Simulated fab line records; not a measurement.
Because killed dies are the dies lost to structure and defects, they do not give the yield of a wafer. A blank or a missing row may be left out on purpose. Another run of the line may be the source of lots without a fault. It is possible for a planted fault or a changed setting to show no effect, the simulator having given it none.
Split-lot experiment | flow n5-finfet | 7 lots, 21 wafers read, on a route of 1938 steps

ABOUT THE SPLIT
At N5_BEOL_M3_COAT_76 (time 60 s, resist thk 5 nm), the setting spin-rpm was moved away from the recipe's 1500 rpm on 7 of the 21 wafers read, by -10.5% to +8.7%. For the rest of the wafers, this setting stayed at what the recipe calls for.

FROM THE SPLIT TO THE READING: what the file shows between them, 3 steps
- N5_BEOL_M3_COAT_22: resist thk 30 nm
- N5_BEOL_M3_EBR_24
- N5_BEOL_M3_DESCUM_33: chemistry O2, time 7 s

THE READING
etch.depth-nm (the simulator's own value, which no gauge read), in nm, at N5_BEOL_M3_ETCH_77 (etches underlayer in N2/H2, target depth 6.5 nm, time 5.2 s). There is no usual value for it anywhere in the file. Average 5.006 nm, standard deviation 0.011 nm, over the 14 wafers here run with the recipe.

wafer  | tool, chamber at the split | spin-rpm as run, rpm | against the recipe | etch.depth-nm, nm | against lot-mates on the recipe
L078.2 | litho-track-01, 0          | 1500                 | recipe             | 5.006             | -
L078.4 | litho-track-01, 0          | 1500                 | recipe             | 5.006             | -
L078.5 | litho-track-01, 0          | 1500                 | recipe             | 5.022             | -
L080.1 | litho-track-04, 0          | 1608                 | +7.2%              | 4.847             | -0.169
L080.4 | litho-track-04, 0          | 1500                 | recipe             | 5.016             | -
L080.6 | litho-track-04, 0          | 1608                 | +7.2%              | 4.862             | -0.154
L083.2 | litho-track-05, 0          | 1579                 | +5.3%              | 4.853             | -0.137
L083.3 | litho-track-05, 0          | 1500                 | recipe             | 4.99              | -
L083.6 | litho-track-05, 0          | 1579                 | +5.3%              | 4.867             | -0.123
L084.1 | litho-track-05, 0          | 1500                 | recipe             | 5.008             | -
L084.3 | litho-track-05, 0          | 1500                 | recipe             | 5.002             | -
L084.4 | litho-track-05, 0          | 1631                 | +8.7%              | 4.802             | -0.203
L087.3 | litho-track-05, 0          | 1500                 | recipe             | 5.016             | -
L087.4 | litho-track-05, 0          | 1621                 | +8.1%              | 4.817             | -0.202
L087.6 | litho-track-05, 0          | 1500                 | recipe             | 5.022             | -
L095.1 | litho-track-05, 0          | 1342                 | -10.5%             | 5.291             | +0.302
L095.3 | litho-track-05, 0          | 1500                 | recipe             | 4.993             | -
L095.6 | litho-track-05, 0          | 1500                 | recipe             | 4.985             | -
L097.4 | litho-track-01, 0          | 1500                 | recipe             | 5.009             | -
L097.5 | litho-track-01, 0          | 1500                 | recipe             | 5.01              | -
L097.6 | litho-track-01, 0          | 1500                 | recipe             | 5.001             | -

FIT RESULTS
A straight line over all 21 wafers: etch.depth-nm changes by -0.0246 nm for each +1% of spin-rpm; r = -0.99; the points scatter about the line by 0.015 nm.
The same after taking each lot's own level away (the mean of its wafers on the recipe; 21 wafers): -0.0254 nm for each +1%; r = -0.99; scatter 0.011 nm.
That fit puts the effect of the largest move of spin-rpm on the reading at 0.27 nm.
The span of the lots' own levels, 4.9890 to 5.0190 nm, comes to 2.8 times the standard deviation stated above.
The two slopes agree, so the slope changes little with the lot-to-lot level.
Check: for one of the wafers moved furthest among these (-10.5%), held out of the fit, the line's prediction against its lot-mates is +0.248 nm. It came out at +0.302 nm against them.

OTHER SPLITS ON THESE WAFERS
Before the reading, these wafers also passed through other splits. Each is held against what the fit with the lots' levels taken away leaves over:
other split on the same wafers    | wafers away from the commonest value | r with etch.depth-nm (lot level and that fit taken away)
N5_BEOL_M1_HM_DEP_02 target-thk-a | 10                                   | +0.26
N5_BEOL_M2_ETCH_64 bias-w         | 9                                    | +0.20
N5_BEOL_M2_COAT_22 spin-rpm       | 10                                   | -0.28

FILE'S OWN FIT
etch.depth-nm changes by -0.0254 nm for each +1% of spin-rpm, r = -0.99.
